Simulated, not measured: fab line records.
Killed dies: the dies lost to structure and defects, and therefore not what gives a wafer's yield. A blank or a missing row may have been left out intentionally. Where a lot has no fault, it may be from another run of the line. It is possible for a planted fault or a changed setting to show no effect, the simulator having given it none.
Matching of chambers -- flow n5-finfet -- N5_BEOL_M3_CVD_47 on cvd-co-01 has 3 sister chambers
The step deposits Co from CCTBA/H2, target thk 3 nm, time 223.8 s. 18 wafers are shown with their chamber, then 8 later ones without.

WAFERS WITH THEIR CHAMBER
wafer,chamber,run-length-s (s)
L829.3,0,246.3
L829.4,1,247.7
L829.5,0,246.5
L830.1,0,246.4
L830.2,2,246.6
L830.3,1,247.2
L832.1,2,246.8
L832.3,1,247.2
L832.6,2,247.3
L833.1,2,247.3
L833.5,0,246.2
L833.6,1,247.4
L836.2,0,246.3
L838.5,1,247.2
L847.2,1,247.6
L847.4,0,246.4
L847.5,1,247.8
L848.3,0,246.3

SIGNATURES (averages over the wafers above)
reading,chamber 0,chamber 1,chamber 2,scatter within a chamber
run-length-s,246.343,247.443,247.000,0.236
Rule: for each reading, subtract the chamber's mean from the wafer's reading, divide by that reading's scatter and square the result; add these up over the readings and take the root, which gives the wafer's distance from the chamber. The wafer belongs to the nearest chamber; if the next one is less than 2 further off, it can't be placed. The scatter: take each reading less its chamber's mean, square it, sum over the shown wafers, divide by the number of wafers less the number of chambers, and take the root.

WAFERS WHOSE CHAMBER IS MISSING
wafer,run-length-s (s)
L848.5,247.2
L848.6,247.3
L849.2,246.5
L849.4,247.6
L849.6,246.4
L852.2,246.9
L852.5,246.8
L852.6,246.5

CHAMBER TAKEN BY EACH
wafer,from the rows above,in truth
L848.5,can't be placed: 2 or 1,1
L848.6,can't be placed: 1 or 2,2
L849.2,can't be placed: 0 or 2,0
L849.4,can't be placed: 1 or 2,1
L849.6,0,0
L852.2,can't be placed: 2 or 1 or 0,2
L852.5,can't be placed: 2 or 0 or 1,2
L852.6,can't be placed: 0 or 2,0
Correct placement for 1 of the 8. Not placeable from these rows: 7 (in 7, the candidates include the true chamber). Placed wrongly: 0.
